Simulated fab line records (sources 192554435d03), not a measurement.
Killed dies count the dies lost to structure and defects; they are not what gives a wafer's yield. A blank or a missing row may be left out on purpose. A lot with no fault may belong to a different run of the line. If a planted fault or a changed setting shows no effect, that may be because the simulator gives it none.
Lot-split experiment ; flow n5_finfet ; 21 wafers read from 7 lots, route of 1938 steps

## THE SPLIT ITSELF
At N5_BEOL_M4_PECVD_72 (deposits SiO2 from TEOS/O2, target thk 16 nm, time 18 s), the setting temp_c was moved away from the recipe's 400 C on 5 of the 21 wafers read, by -4.5% to +1.6%. For the rest of the wafers, this setting stayed at what the recipe calls for.

## FROM THE SPLIT TO THE READING: what the file shows between them, 7 steps
- N5_BEOL_M4_COAT_05: resist thk 30 nm (also split here: spin_rpm)
- N5_BEOL_M4_EBR_07
- N5_BEOL_M4_SOFTBAKE_06: time 60 s
- N5_BEOL_M4_DESCUM_16: chemistry O2, time 7 s
- N5_BEOL_M4_ETCH_74: etches underlayer in N2/H2, target depth 6.5 nm, time 5.2 s
- N5_BEOL_M4_ETCH_63: etches SiARC in CF4, target depth 15.6 nm, time 26 s
- N5_BEOL_M4_STRIP_97: strips in N2/H2, time 10 s

## THE READING
SiO2_of_BEOL_M4_PECVD_72.thk_nm (the simulator's own value, which no gauge read), in nm, at N5_BEOL_M4_HM_STRIP_39 (strips TiN in peroxide tin strip, target depth 25 nm, time 158 s). The file gives no usual value for it. Across the 16 wafers here that went through the recipe, the average is 15.9 nm and the standard deviation 0.17 nm.

wafer;tool, chamber at the split;temp_c as run, C;against the recipe;SiO2_of_BEOL_M4_PECVD_72.thk_nm, nm;against lot-mates on the recipe
L074.2;pecvd-04, 2;400;recipe;16;-
L074.6;pecvd-04, 2;400;recipe;16;-
L074.4;pecvd-04, 1;400;recipe;16.2;-
L078.3;pecvd-01, 0;400;recipe;15.6;-
L078.5;pecvd-01, 0,2;400;recipe;16;-
L078.6;pecvd-01, 0,2;400;recipe;15.8;-
L077.3;pecvd-02, 2;400;recipe;15.8;-
L077.4;pecvd-02, 1,2;400;recipe;16;-
L077.6;pecvd-02, 1,2;400;recipe;16;-
L079.2;pecvd-02, 0;400;recipe;15.6;-
L079.5;pecvd-02, 2,0;400;recipe;16;-
L079.6;pecvd-02, 2,0;400;recipe;16;-
L082.2;pecvd-01, 0;400;recipe;15.8;-
L082.4;pecvd-01, 0;406.5;+1.6%;15.2;-0.7
L082.6;pecvd-01, 0;400;recipe;16;-
L094.3;pecvd-02, 1;400;recipe;16.2;-
L094.4;pecvd-02, 1;392.8;-1.8%;17;+0.8
L094.6;pecvd-02, 0;392.8;-1.8%;16.8;+0.6
L096.1;pecvd-02, 2;382.1;-4.5%;17.6;+1.6
L096.2;pecvd-02, 1;400;recipe;16;-
L096.6;pecvd-02, 2;382.1;-4.5%;17.8;+1.8
The file does not say which wafer passed through which chamber wherever a row lists several chambers: such a row stands for several wafers.

FIT RESULTS
A straight line over all 21 wafers: SiO2_of_BEOL_M4_PECVD_72.thk_nm changes by -0.414 nm for each +1% of temp_c; r = -0.96; the points scatter about the line by 0.18 nm.
The same after taking each lot's own level away (the mean of its wafers on the recipe; 21 wafers): -0.385 nm for each +1%; r = -0.98; scatter 0.13 nm.
The reading moves by 1.7 nm for the largest change in temp_c, on that fit.
The span of the lots' own levels, 15.80 to 16.20 nm, comes to 2.4 times the standard deviation stated above.
So the lot-to-lot level changes the slope little: the two slopes agree.
Check: for one of the wafers moved furthest among these (-4.5%), held out of the fit, the line's prediction against its lot-mates is +1.8 nm. Against them it came out at +1.6 nm.

## THESE WAFERS: OTHER SPLITS
Before the reading, these wafers also passed through other splits. Each is held against what the fit with the lots' levels taken away leaves over:
other split on the same wafers;wafers away from the commonest value;r with SiO2_of_BEOL_M4_PECVD_72.thk_nm (lot level and that fit taken away)
N5_BEOL_M2_TRENCH_ETCH_37 bias_w;7;+0.16
N5_BEOL_M4_COAT_05 spin_rpm;6;-0.24

## THE WHOLE CHAIN: every reading that the file lists as answering this split, in the file's order
step;what it does;reading;change (the file's fit);r (the file's)
N5_BEOL_M4_PECVD_72;deposits SiO2 from TEOS/O2, target thk 16 nm, time 18 s;SiO2_of_BEOL_M4_PECVD_72.thk_nm (the simulator's own value, which no gauge read);-0.414 nm for each +1% of the setting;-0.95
N5_BEOL_M4_HM_STRIP_39;strips TiN in peroxide tin strip, target depth 25 nm, time 158 s;SiO2_of_BEOL_M4_PECVD_72.thk_nm (the simulator's own value, which no gauge read);-0.386 nm for each +1% of the setting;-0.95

## FILE'S OWN FIT
SiO2_of_BEOL_M4_PECVD_72.thk_nm changes by -0.386 nm for each +1% of temp_c, r = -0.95.
